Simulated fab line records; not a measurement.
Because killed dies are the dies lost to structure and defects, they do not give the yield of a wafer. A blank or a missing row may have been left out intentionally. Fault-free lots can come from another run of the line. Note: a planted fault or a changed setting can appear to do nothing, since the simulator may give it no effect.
Comparing a struck lot with a sound one | flow n5Finfet | 36 out of 1938 route steps
Sound: wafers L994.1, L994.3, L994.6. The struck wafers were L984.1, L984.3, L984.4. At the end, the cause is stated.
At each step with rows: each side's tool, then ch and its chambers, then its first start. Under that, the readings that differ: sound wafers | struck wafers | difference of the means | sigmas: that difference in standard deviations of wafers without a fault.
alike: same words and numbers on both sides, and readings whose means sit less than 2 such deviations apart. not compared: any withheld reading, any reading some wafer has no value for, any bound like >300 that may hide the same value, and any number with overlapping values for which the record gives no deviation.
Wherever a step has rows on one side only, a row that says differs or no value, or a row with sigmas, the two part there. When numbers do not overlap yet have no deviation, they are printed without sigmas and do not part them. Lack of a reading on every wafer of one side parts them only where that side has two or more wafers.

first, 9 steps without rows for these wafers: N5_BEOL_M4_ANNEAL_95 (time 240 s); N5_BEOL_M4_SPUTTER_96 (material Cu, target thk 4.5 nm, time 8.29 s); N5_BEOL_M4_ECD_50 (material Cu, target thk 300 nm); N5_BEOL_M4_ANNEAL_51 (time 90 s); N5_BEOL_M4_CMP_52 (polishes, stops on SiOC, t overpolish 6.8 s, target thk 40 nm); N5_BEOL_M4_PRE_CLEAN_60 (time 15 s); N5_BEOL_M4_CO_CAP_55 (material Co, precursor CCTBA/H2, target thk 2 nm, time 102.1 s); N5_BEOL_M4_PRE_CLEAN_56 (time 15 s); N5_BEOL_M4_DEP_57 (deposits SiCN from 3MS/NH3, target thk 8 nm, time 14 s).
N5_BEOL_M4_RC_MEAS_101:
  sound on prober-02 ch 0, day 13 03:35; struck on prober-01 ch 0, day 10 16:04
  alike: DIBL_N, DIBL_P, IOFF_N, IOFF_P, ION_N, ION_P, SS_N, SS_P, VT_N, VT_P
then, 24 steps without rows for these wafers: N5_BEOL_M5_ILD_DEP_00 (deposits SiCOH lowk from DEMS/porogen, target thk 140.64 nm, time 25.9 s); N5_BEOL_M5_CURE_79 (cures SiCOH lowk, time 240 s); N5_BEOL_M5_PECVD_70 (deposits SiO2 from TEOS/O2, target thk 16 nm, time 18 s); N5_BEOL_M5_HM_DEP_02 (deposits TiN, target thk 20 nm); N5_BEOL_M5_COAT_59 (time 60 s, resist thk 60 nm); N5_BEOL_M5_COAT_60 (time 60 s, resist thk 12 nm); N5_BEOL_M5_COAT_71 (time 60 s, resist thk 5 nm); N5_BEOL_M5_COAT_05 (resist thk 30 nm); N5_BEOL_M5_EBR_07; N5_BEOL_M5_SOFTBAKE_06 (time 60 s); N5_BEOL_M5_EXPOSE_08 (exposes mask M5, target cd 28 nm); N5_BEOL_M5_PEB_09 (peb time 60 s); N5_BEOL_M5_DEVELOP_10 (develop time 30 s); N5_BEOL_M5_DESCUM_16 (chemistry O2, time 7 s); N5_BEOL_M5_ETCH_72 (etches underlayer in N2/H2, target depth 6.5 nm, time 5.2 s); N5_BEOL_M5_ETCH_61 (etches SiARC in CF4, target depth 15.6 nm, time 26 s); N5_BEOL_M5_ETCH_62 (etches SOC in N2/H2, target depth 75 nm, overetch 15 nm, time 112.5 s); N5_BEOL_M5_STRIP_63 (strips in N2/H2); N5_BEOL_M5_STRIP_73 (strips in N2/H2); N5_BEOL_M5_STRIP_64 (strips in CF4); N5_BEOL_M5_HM_OPEN_17 (chemistry Cl2/BCl3, target TiN, target depth 20 nm, overetch 6 nm); N5_BEOL_M5_STRIP_19 (strips in O2); N5_BEOL_M5_COAT_65 (time 60 s, resist thk 60 nm); N5_BEOL_M5_COAT_66 (time 60 s, resist thk 12 nm).
N5_BEOL_M9_ETCH_41: etches SiCN in CH3F/O2, target depth 36.6 nm, time 70.1 s.
  sound on rieDiel-02 ch 1,2, day 15 03:55; struck on rieDiel-04 ch 0,1,3, day 12 10:40
  no value came back on the struck wafers for any of 8 readings (CH3F_flow_sccm (sccm), O2_flow_sccm (sccm) and others); on the sound wafers CH3F_flow_sccm (sccm) reads 29.96 30.04 30.13
  not compared: rfHoursCounterH
-- here the record skips 3 days between the struck wafers' starts before and after, leaving off in module BEOL_M9 and picking up in module PASSIVATION (first step shown: number 1936 of the route) --
N5_PASSIVATION_PROBE_49:
  the record has rows for the struck wafers here (prober-02, day 15 05:19) and none for the sound ones

## WHERE THEY PART
At N5_BEOL_M9_ETCH_41 first; at N5_PASSIVATION_PROBE_49 last (within this record only).

WHY: what had been put in by the simulator
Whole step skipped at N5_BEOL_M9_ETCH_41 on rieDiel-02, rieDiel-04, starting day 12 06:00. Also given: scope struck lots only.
